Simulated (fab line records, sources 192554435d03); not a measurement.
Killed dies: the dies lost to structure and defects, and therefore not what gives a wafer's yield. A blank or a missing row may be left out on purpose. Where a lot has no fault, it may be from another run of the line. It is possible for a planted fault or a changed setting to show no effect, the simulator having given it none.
Comparing a struck lot with a sound one    flow n5 finfet    17 steps out of a route of 1938
Sound: the wafers L669.1, L669.4, L669.5. Struck: wafer L687.4 (left out: L687.1, a lot-mate that was not struck); the cause follows at the end.
Each step with rows lists, per side, the tool, then ch with its chambers, then its first start. Under that, the readings that differ: sound wafers    struck wafers    difference of the means    sigmas: that difference in standard deviations of wafers without a fault.
alike: a reading whose means differ by less than 2 such deviations, as well as words and numbers matching on both sides. not compared: withheld readings; readings where some wafer has no value; bounds like >300 that might hide an equal value; numbers whose values overlap and for which the record gives no deviation.
Wherever a step has rows on one side only, a row that says differs or no value, or a row with sigmas, the two part there. Numbers that don't overlap but have no deviation are shown without sigmas and don't part them. A reading missing from all wafers of one side parts the sides only when that side holds two or more wafers.

first, 9 steps without rows for these wafers: N5_BEOL_M7_COAT_63 (time 60 s, resist thk 60 nm); N5_BEOL_M7_COAT_64 (time 60 s, resist thk 12 nm); N5_BEOL_M7_COAT_71 (time 60 s, resist thk 5 nm); N5_BEOL_M7_COAT_22 (resist thk 30 nm); N5_BEOL_M7_EBR_24; N5_BEOL_M7_SOFTBAKE_23 (time 60 s); N5_BEOL_M7_EXPOSE_25 (exposes mask V6, target cd 40 nm); N5_BEOL_M7_PEB_26 (peb time 60 s); N5_BEOL_M7_DEVELOP_27 (develop time 30 s).
N5_BEOL_M7_CD_MEAS_28: the cd target is 40 nm.
  sound on cd sem-03 ch 0, day 11 18:13; struck on cd sem-02 ch 0, day 16 13:43
  alike: cd nm
N5_BEOL_M7_OVL_MEAS_29:
  sound on overlay-01 ch 0, day 11 18:15; struck on overlay-01 ch 0, day 16 13:45
  alike: V6_OVL
N5_BEOL_M7_INSPECT_30: inspects for defects (brightfield).
  struck on defect inspect-01, day 16 13:49; sound on defect inspect-02, day 11 18:19
  alike: raw defect count
N5_BEOL_M7_DESCUM_33: chemistry O2, time 7 s.
  sound on rie diel-06 ch 0,3, day 11 18:29; struck on rie diel-06 ch 0, day 16 14:17
reading                                       sound       struck  difference  sigmas
model.CAR-EUV_of_BEOL_M7_COAT_22.thk nm (nm)  26.2 26 26  26.6    +0.5        
  alike: drypump motor current A, oes product au, rf vpp V, showerhead plenum p Torr, throttle valve pct
  not compared: rf fwd power W, rf hours counter h
N5_BEOL_M7_ETCH_72: etches underlayer in N2/H2, target depth 6.5 nm, time 5.2 s.
  sound on rie diel-06 ch 0,3, day 11 18:32; struck on rie diel-06 ch 0, day 16 14:19
  alike: drypump motor current A, etch rf on time s, oes product au, rf fwd power W, rf vpp V, showerhead plenum p Torr, throttle valve pct
  not compared: rf hours counter h
N5_BEOL_M7_ETCH_65: etches SiARC in CF4, target depth 15.6 nm, time 26 s.
  sound on rie diel-06 ch 0,3, day 11 18:32; struck on rie diel-06 ch 0, day 16 14:20
reading                                       sound           struck  difference  sigmas
model.CAR-EUV_of_BEOL_M7_COAT_22.thk nm (nm)  11.2 11.2 11.2  11.8    +0.6        
  alike: drypump motor current A, etch rf on time s, mfc ar sccm, oes product au, rf fwd power W, rf vpp V, showerhead plenum p Torr, throttle valve pct
  not compared: rf hours counter h
N5_BEOL_M7_ETCH_66: etches SOC in N2/H2, target depth 80 nm, overetch 16 nm, time 120 s.
  sound on rie diel-06 ch 0,3, day 11 18:34; struck on rie diel-06 ch 0, day 16 14:22
  alike: drypump motor current A, oes product au, rf fwd power W, rf vpp V, showerhead plenum p Torr, throttle valve pct
  not compared: rf hours counter h
N5_PASSIVATION_PROBE_49:
  rows exist in the record for the sound wafers here (prober-01, day 14 20:09), none for the struck ones

== WHERE THEY PART ==
At N5_PASSIVATION_PROBE_49 and nowhere else, as far as this record goes.

WHY: the cause the simulator had injected
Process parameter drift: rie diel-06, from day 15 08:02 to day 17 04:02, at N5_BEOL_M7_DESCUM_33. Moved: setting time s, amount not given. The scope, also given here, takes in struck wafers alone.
